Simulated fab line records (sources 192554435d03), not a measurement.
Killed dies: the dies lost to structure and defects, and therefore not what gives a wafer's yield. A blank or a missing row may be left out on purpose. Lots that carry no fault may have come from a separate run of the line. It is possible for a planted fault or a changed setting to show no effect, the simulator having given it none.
fab line records	flow n5Finfet
record lots=11	wafers=33	lastDay=19
route steps=1938 shown BEOL_M5@1127 PASSIVATION@1936
lots with no fault: from the same line, run without faults
startH: the number of hours between the record's first day and the start of the first shown wafer of the lot	waitH: hours elapsed since this lot's preceding step	" unchanged from the row above	L1.1+2: several wafers, shown together as one row	- either no value or no given start	* or withheld: withheld	< > ~ a bound
route shown NAME@n: NAME is a module with steps in the file, n the number in the route of the first one	usual: mean and standard deviation over wafers with no fault	same: alike in all rows	chamber/n: place in a boat	sites: the reading at each site	_std_site: standard deviation across them	_edge_site: the outer-site mean with the inner-site mean subtracted	radiusMm: for every site, how far away it sits from the centre of the wafer	mask NAME#n: copy n	behind: the last tool/chamber to shape the wafer	hold: why the lot was held/for how many hours/how that ended	device: whichever transistor did not switch (one of n, p or np)	end of line: the tests these same wafers got at the end of their route	for a step that has no rows: nothing shown but its recipe	killed: the dies lost at the first sort to structure and to defects; this is not the yield of the wafer	map: dies across one wafer; x = killed, . = not, _ = none there
set.NAME: setting as actually run; set.NAME@STEP: the setting as run at that earlier step	model.NAME: the simulator's own value behind a step, which no gauge read
steps of the route over a sample of lots; a table a step, a row a wafer
services: the hour from which a tool's chamber was out of use, counted from the record's first day as startH (under 0 if before that day), plus the number of hours and why
## steps
# step N5_BEOL_M5_OVL_MEAS_12
# recipe pointsPerWafer=522
# usual M5_OVL=0.5/0.81
lot.wafer	tool	chamber	startH	waitH	M5_OVL[nm]
L248.1	overlay-02	0	212.27	0.0	1.0
L248.3	"	0	"	"	1.5
L248.6	"	0	"	"	0.6
L250.1	overlay-01	0	227.52	0.0	0.3
L250.4	"	0	"	"	-0.2
L250.5	"	0	"	"	0.1
L251.1	overlay-02	0	241.98	0.0	0.1
L251.4	"	0	"	"	0.8
L251.5	"	0	"	"	0.1
L249.2	overlay-01	0	244.92	0.0	0.5
L249.4	"	0	"	"	0.7
L249.6	"	0	"	"	0.8
L254.1	overlay-01	0	264.59	0.0	0.2
L254.4	"	0	"	"	-0.2
L254.6	"	0	"	"	1.1
L261.1	overlay-01	0	291.20	0.0	1.7
L261.2	"	0	"	"	0.5
L261.5	"	0	"	"	0.9
L262.1	overlay-02	0	321.77	0.0	1.5
L262.3	"	0	"	"	0.4
L262.6	"	0	"	"	1.2
L266.1	overlay-01	0	331.10	0.0	1.1
L266.2	"	0	"	"	0.2
L266.6	"	0	"	"	0.7
L265.1	overlay-02	0	331.19	0.0	0.2
L265.2	"	0	"	"	-0.3
L265.6	"	0	"	"	-1.2
L267.1	overlay-02	0	338.65	0.0	-0.6
L267.4	"	0	"	"	-1.0
L267.6	"	0	"	"	-0.8
L271.2	overlay-02	0	352.23	0.0	-0.1
L271.3	"	0	"	"	-0.6
L271.6	"	0	"	"	-0.3
# step N5_BEOL_M5_VIA_ETCH_34
# recipe chemistry=C4F6/O2	target=SiCOH_lowk	targetDepthA=883	maskMaterial=SOC	taperDeg=4	timeS=39.2	ionEnergyEv=250	pressureMtorr=30	sourceW=345	biasW=185	Ar_flow_sccm=300	C4F6_flow_sccm=10	O2_flow_sccm=10
# usual drypumpMotorCurrentA=5.8/0.48	oes_f_703_au=0.80/0.08	oes_o_777_au=0.80/0.078	oesProductAu=0.81/0.088	rfFwdPowerW=340.8/1.5	rfVppV=671/9.8	showerheadPlenumPTorr=2.84/0.1	throttleValvePct=20.95/0.29
lot.wafer	tool	chamber	startH	waitH	drypumpMotorCurrentA	oes_f_703_au	oes_o_777_au	oesProductAu	rfFwdPowerW	rfHoursCounterH	rfVppV	showerheadPlenumPTorr	throttleValvePct
L248.1	rieDiel-05	0	214.19	0.0	5.8	0.96	0.96	0.98	341.3	3	665	2.81	20.85
L248.3	"	3	"	"	5.1	0.71	0.72	0.71	340.2	213	672	2.81	20.59
L248.6	"	2	"	"	6.0	0.77	0.76	0.75	340.1	-	660	2.96	21.33
L250.1	rieDiel-05	1	230.61	0.0	5.6	0.66	0.67	0.67	342.6	238	670	2.93	20.97
L250.4	"	2	"	"	6.0	0.76	0.76	0.75	341.1	154	659	2.96	21.35
L250.5	"	2	"	"	6.0	0.76	0.76	0.75	340.9	-	659	2.96	21.35
L251.1	rieDiel-05	1	243.66	0.0	5.7	0.47	0.50	0.62	259.2	243	771	2.93	20.97
L251.4	"	3	"	"	5.2	0.51	0.54	0.65	257.6	222	773	2.81	20.58
L251.5	"	0	"	"	5.8	0.66	0.69	0.88	259.8	-	765	2.81	20.85
L249.2	rieDiel-02	0	246.89	0.0	6.1	0.95	0.94	0.95	338.4	8	665	2.92	20.32
L249.4	"	3	"	"	5.2	0.86	0.84	0.87	339.1	61	666	2.89	21.19
L249.6	"	0	"	"	6.1	0.95	0.94	0.94	338.2	-	665	2.92	20.33
L254.1	rieDiel-05	3	265.99	0.0	5.2	0.51	0.54	0.65	260.5	230	772	2.81	20.59
L254.4	"	2	"	"	6.0	0.54	0.57	0.69	258.9	-	760	2.96	21.37
L254.6	"	3	"	"	5.2	0.51	0.53	0.66	257.6	-	772	2.81	20.60
L261.1	rieDiel-02	1	294.69	0.0	6.5	0.83	0.84	0.83	342.7	61	686	2.99	20.68
L261.2	"	2	"	"	5.3	0.76	0.77	0.77	342.1	154	685	2.74	20.99
L261.5	"	2	"	"	5.3	0.76	0.77	0.78	341.1	-	685	2.74	21.00
L262.1	rieDiel-06	0	323.13	0.0	5.3	0.74	0.74	0.73	342.0	171	660	2.61	21.15
L262.3	"	3	"	"	6.0	0.67	0.67	0.67	342.6	240	688	2.71	21.29
L262.6	"	1	"	"	6.5	0.74	0.74	0.72	340.8	-	660	2.81	21.27
L266.1	rieDiel-06	1	334.48	0.0	6.4	0.74	0.75	0.71	340.6	222	660	2.81	21.29
L266.2	"	3	"	"	6.0	0.67	0.66	0.67	343.2	244	688	2.71	21.29
L266.6	"	0	"	"	5.3	0.75	0.74	0.74	342.4	-	660	2.60	21.15
L265.1	rieDiel-02	0	334.73	0.0	6.1	0.89	0.88	0.89	340.2	33	664	2.91	20.37
L265.2	"	1	"	"	6.6	0.82	0.84	0.82	343.3	73	686	2.98	20.72
L265.6	"	3	"	"	5.2	0.84	0.81	0.83	338.4	-	668	2.88	21.23
L267.1	rieDiel-05	2	339.78	0.0	6.0	0.74	0.74	0.73	344.2	191	658	2.95	21.43
L267.4	"	2	"	"	6.0	0.74	0.73	0.72	343.4	-	659	2.95	21.40
L267.6	"	0	"	"	5.8	0.85	0.85	0.87	340.2	-	664	2.79	20.92
L271.2	rieDiel-06	2	356.58	0.0	6.1	0.83	0.85	0.84	341.0	66	674	2.87	20.96
L271.3	"	2	"	"	6.1	0.83	0.85	0.84	340.3	-	674	2.87	20.96
L271.6	"	2	"	"	6.1	0.83	0.84	0.84	340.7	-	674	2.87	20.95
# step N5_BEOL_M5_CURE_80
# recipe tempC=370	timeS=120	ambient=DMADMS/He	material=SiCOH_lowk
# usual lampPowerPct=52.31/0.053	wafer_temp_C_max=371.9/0.71
lot.wafer	tool	chamber	startH	waitH	lampPowerPct	wafer_temp_C_max
L248.1	uvCure-03	2	214.70	0.1	52.30	371.3
L248.3	"	2	"	"	52.30	371.0
L248.6	"	2	"	"	52.35	371.0
L250.1	uvCure-01	2	231.05	0.0	52.36	371.3
L250.4	"	2	"	"	52.45	372.0
L250.5	"	2	"	"	52.26	371.6
L251.1	uvCure-02	1	244.11	0.0	52.25	372.8
L251.4	"	1	"	"	52.36	373.8
L251.5	"	1	"	"	52.29	372.9
L249.2	uvCure-02	2	247.37	0.1	52.37	371.7
L249.4	"	2	"	"	52.38	371.8
L249.6	"	2	"	"	52.28	371.0
L254.1	uvCure-02	0	266.42	0.0	52.31	371.6
L254.4	"	0	"	"	52.36	372.2
L254.6	"	0	"	"	52.38	371.9
L261.1	uvCure-03	1	295.14	0.0	52.26	374.5
L261.2	"	1	"	"	52.19	372.9
L261.5	"	1	"	"	52.39	372.7
L262.1	uvCure-01	2	323.57	0.0	52.29	372.2
L262.3	"	2	"	"	52.26	372.3
L262.6	"	2	"	"	52.34	371.6
L266.1	uvCure-03	2	334.91	0.0	52.40	371.2
L266.2	"	2	"	"	52.28	371.1
L266.6	"	2	"	"	52.37	371.4
L265.1	uvCure-01	0	335.17	0.0	52.46	371.5
L265.2	"	0	"	"	52.34	370.9
L265.6	"	0	"	"	52.25	371.2
L267.1	uvCure-02	2	340.22	0.0	52.34	371.4
L267.4	"	2	"	"	52.25	371.3
L267.6	"	2	"	"	52.39	371.5
L271.2	uvCure-03	2	357.17	0.1	52.43	370.6
L271.3	"	2	"	"	52.26	371.1
L271.6	"	2	"	"	52.29	371.0
# step N5_BEOL_M5_ALD_86
# recipe material=TaN	targetThkA=*	tempC=275	aldPrecursorFamily=PDMAT	aldCoReactant=NH3	pressureTorr=3	carrierFlowSccm=1500	pulseTimeS=2	purgeTimeS=3	coReactantPurgeTimeS=2	coReactantPulseTimeS=3	aldCycles=30	precursorVesselTempC=75	precursorVesselPressureTorr=26.25	precursorVesselCarrierSccm=1000
# usual heaterPowerW=420/44
# same aldCycles=30
lot.wafer	tool	chamber	startH	waitH	heaterPowerW
L248.1	aldMetal-04	1	215.51	0.2	410
L248.3	"	3	"	"	479
L248.6	"	3	"	"	488
L250.1	aldMetal-03	3	231.93	0.1	417
L250.4	"	0	"	"	442
L250.5	"	3	"	"	440
L251.1	aldMetal-03	3	244.59	0.1	414
L251.4	"	0	"	"	432
L251.5	"	1	"	"	384
L249.2	aldMetal-03	1	247.84	0.1	411
L249.4	"	0	"	"	442
L249.6	"	0	"	"	439
L254.1	aldMetal-01	2	268.22	0.0	338
L254.4	"	1	"	"	398
L254.6	"	3	"	"	402
L261.1	aldMetal-01	2	295.70	0.0	334
L261.2	"	1	"	"	374
L261.5	"	3	"	"	398
L262.1	aldMetal-03	1	324.14	0.0	400
L262.3	"	3	"	"	421
L262.6	"	1	"	"	398
L266.1	aldMetal-01	3	335.49	0.1	411
L266.2	"	1	"	"	389
L266.6	"	1	"	"	393
L265.1	aldMetal-04	3	335.61	0.0	486
L265.2	"	1	"	"	422
L265.6	"	3	"	"	480
L267.1	aldMetal-01	0	340.90	0.1	427
L267.4	"	2	"	"	334
L267.6	"	1	"	"	391
L271.2	aldMetal-01	3	357.69	0.0	412
L271.3	"	2	"	"	338
L271.6	"	3	"	"	414
# step N5_PASSIVATION_PROBE_49
# usual defectLimitedYield=91.5/1.4	killed_at_M0_to_M3=34/11	killed_at_M4_up=15/6	killedAtContacts=11/5.9	killedAtFrontEnd=37/11	killedAtOther=3.6/2.9	killedDies=101/17	killedOpen=66/12	killedShort=33/7.8	sort_bin_5_function=5.0/0.97	sort_bin_6_memory=3.2/0.65	sort_bin_8_speed=0.02/0.2	sortNPass=1079/17	sortYieldPct=91.4/1.4
# same grossDies=1180	killedAtBackSide=0	sort_bin_4_leakage[%]=0
lot.wafer	tool	chamber	startH	waitH	defectLimitedYield[%]	killed_at_M0_to_M3	killed_at_M4_up	killedAtContacts	killedAtFrontEnd	killedAtOther	killedDies	killedOpen	killedShort	sort_bin_5_function[%]	sort_bin_6_memory[%]	sort_bin_8_speed[%]	sortNPass	sortYieldPct[%]
L251.1	prober-01	-	337.87	0.0	92.5	27	20	7	27	7	88	65	21	4.6	2.8	0	1092	92.5
# killed by level:class
L251.1 STI_FIN_REVEAL:geometricParticle:open=12 BEOL_M0_SAQP:geometricParticle:short=9 BEOL_M4:geometricParticle:open=8 MOL_CONTACT_COAG:geometricParticle:open=7 FIN_SAQP:geometricParticle:open=6 BEOL_M2:geometricParticle:open=6 BEOL_M0_SAQP:geometricParticle:open=5 DUMMY_GATE:geometricParticle:open=4
## services
tool	chamber	startH	hours	kind
rieDiel-06	1	192.14	6.6	repair
uvCure-03	-	200.40	1.0	pm
rieDiel-06	3	210.04	5.9	repair
rieDiel-05	-	215.11	2.8	pm
uvCure-02	-	221.45	7.5	pm
uvCure-01	-	228.81	1.4	repair
uvCure-02	-	234.87	1.1	repair
uvCure-03	-	259.69	0.6	repair
uvCure-03	-	261.86	7.1	pm
rieDiel-05	1	264.80	-	clean
rieDiel-05	1	264.80	-	consumableReplace:focusRing
rieDiel-05	1	264.80	21.0	scheduledDown
rieDiel-05	1	264.80	21.0	ventCycle
aldMetal-04	2	280.58	14.4	repair
rieDiel-06	-	299.45	1.1	repair
rieDiel-05	2	308.01	10.4	repair
aldMetal-03	2	318.04	8.1	repair
rieDiel-05	3	329.66	-	clean
rieDiel-05	3	329.66	-	consumableReplace:focusRing
uvCure-03	-	339.40	2.8	pm
uvCure-02	-	343.51	0.6	repair
rieDiel-02	0	347.03	9.0	repair
aldMetal-01	0	354.37	27.4	repair
rieDiel-06	1	354.73	9.2	repair
## key
firstSign step=N5_BEOL_M5_VIA_ETCH_34	reading=rfFwdPowerW	direction=down	sigmas=54	usual=*	struck=*
effect step=N5_BEOL_M5_VIA_ETCH_34	reading=rfVppV	direction=up	sigmas=10	usual=671	struck=769
metAt N5_BEOL_M5_VIA_ETCH_34
struckLots L251,L254
notActingAt N5_BEOL_M5_OVL_MEAS_12,N5_BEOL_M5_CURE_80,N5_BEOL_M5_ALD_86
onsetBetween 230.61 243.66
fault kind=processParameterDrift	tool=rieDiel-05	chamber=-	onsetH=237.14	steps=N5_BEOL_M5_VIA_ETCH_34	channel=sourceW	offset=-82.8	shape=step	endH=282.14	actsIn=theseRecipesOnly	stated=345
